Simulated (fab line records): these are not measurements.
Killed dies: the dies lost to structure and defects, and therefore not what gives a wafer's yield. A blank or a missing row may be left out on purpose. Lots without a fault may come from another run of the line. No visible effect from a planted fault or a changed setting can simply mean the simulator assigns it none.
Split-lot study | flow n5Finfet | on a route of 1938 steps: 7 lots, 21 wafers read

== THE SPLIT ==
At N5_BEOL_M4_TRENCH_ETCH_37 (etches SiOC in C4F6/O2, target depth 55.555 nm, time 29.2 s), the setting sourceW was moved away from the recipe's 355 W on 5 of the 21 wafers read, by -12.0% to +17.3%. All remaining wafers had this setting at the recipe value.

The split's own step is where the reading is taken.

== THE READING ==
rfVppV, in V, at N5_BEOL_M4_TRENCH_ETCH_37 (etches SiOC in C4F6/O2, target depth 55.555 nm, time 29.2 s). On this fab line, fault-free wafers typically give 661 V with a standard deviation of 11 V.

wafer  | tool, chamber at the split | sourceW as run, W | against the recipe | rfVppV, V | against lot-mates on the recipe
L074.1 | rieDiel-06, 0              | 355               | recipe             | 675       | -
L074.3 | rieDiel-06, 2              | 355               | recipe             | 689       | -
L074.5 | rieDiel-06, 3              | 355               | recipe             | 647       | -
L075.3 | rieDiel-02, 2              | 355               | recipe             | 648       | -
L075.4 | rieDiel-02, 0              | 355               | recipe             | 655       | -
L075.5 | rieDiel-02, 0              | 355               | recipe             | 654       | -
L079.2 | rieDiel-05, 2              | 416.4             | +17.3%             | 616       | -52
L079.4 | rieDiel-05, 0              | 355               | recipe             | 668       | -
L079.6 | rieDiel-05, 2              | 416.4             | +17.3%             | 616       | -52
L082.2 | rieDiel-02, 3              | 355               | recipe             | 668       | -
L082.5 | rieDiel-02, 0              | 355               | recipe             | 654       | -
L082.6 | rieDiel-02, 3              | 312.3             | -12.0%             | 713       | +52
L086.2 | rieDiel-05, 3              | 355               | recipe             | 650       | -
L086.4 | rieDiel-05, 3              | 355               | recipe             | 650       | -
L086.6 | rieDiel-05, 0              | 355               | recipe             | 669       | -
L091.1 | rieDiel-06, 0              | 355               | recipe             | 673       | -
L091.3 | rieDiel-06, 2              | 355               | recipe             | 687       | -
L091.4 | rieDiel-06, 3              | 355               | recipe             | 647       | -
L092.2 | rieDiel-02, 3              | 355               | recipe             | 668       | -
L092.3 | rieDiel-02, 0              | 410.9             | +15.7%             | 608       | -60
L092.6 | rieDiel-02, 2              | 410.9             | +15.7%             | 602       | -66

THE FIT
A straight line over all 21 wafers: rfVppV changes by -3.3 V for each +1% of sourceW; r = -0.89; the points scatter about the line by 13 V.
The same after taking each lot's own level away (the mean of its wafers on the recipe; 21 wafers): -3.59 V for each +1%; r = -0.92; scatter 11 V.
On that fit, the largest move of sourceW shifts the reading by 62 V.
Measured against the standard deviation above, the lots' own levels, which go from 652.3 to 670.3 V, span 1.6 times it.
So the lot-to-lot level changes the slope little: the two slopes agree.
Check: -64.4 V against its lot-mates is what the line predicts for one of the wafers moved furthest among these (+17.3%) when that wafer is left out of the fit. It came out at -52 V against them.
Tool readings at the split's step, against how far the setting was moved: rfVppV r = -0.89.

== OTHER SPLITS APPLIED TO THESE WAFERS ==
These wafers also went through other splits before the reading. Each is held against what the fit with the lots' levels taken away leaves over:
other split on the same wafers | wafers away from the commonest value | r with rfVppV (lot level and that fit taken away)
N5_BEOL_M3_DESCUM_33 timeS     | 9                                    | -0.36

== THE FILE'S OWN FIT ==
rfVppV changes by -3.65 V for each +1% of sourceW, r = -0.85.
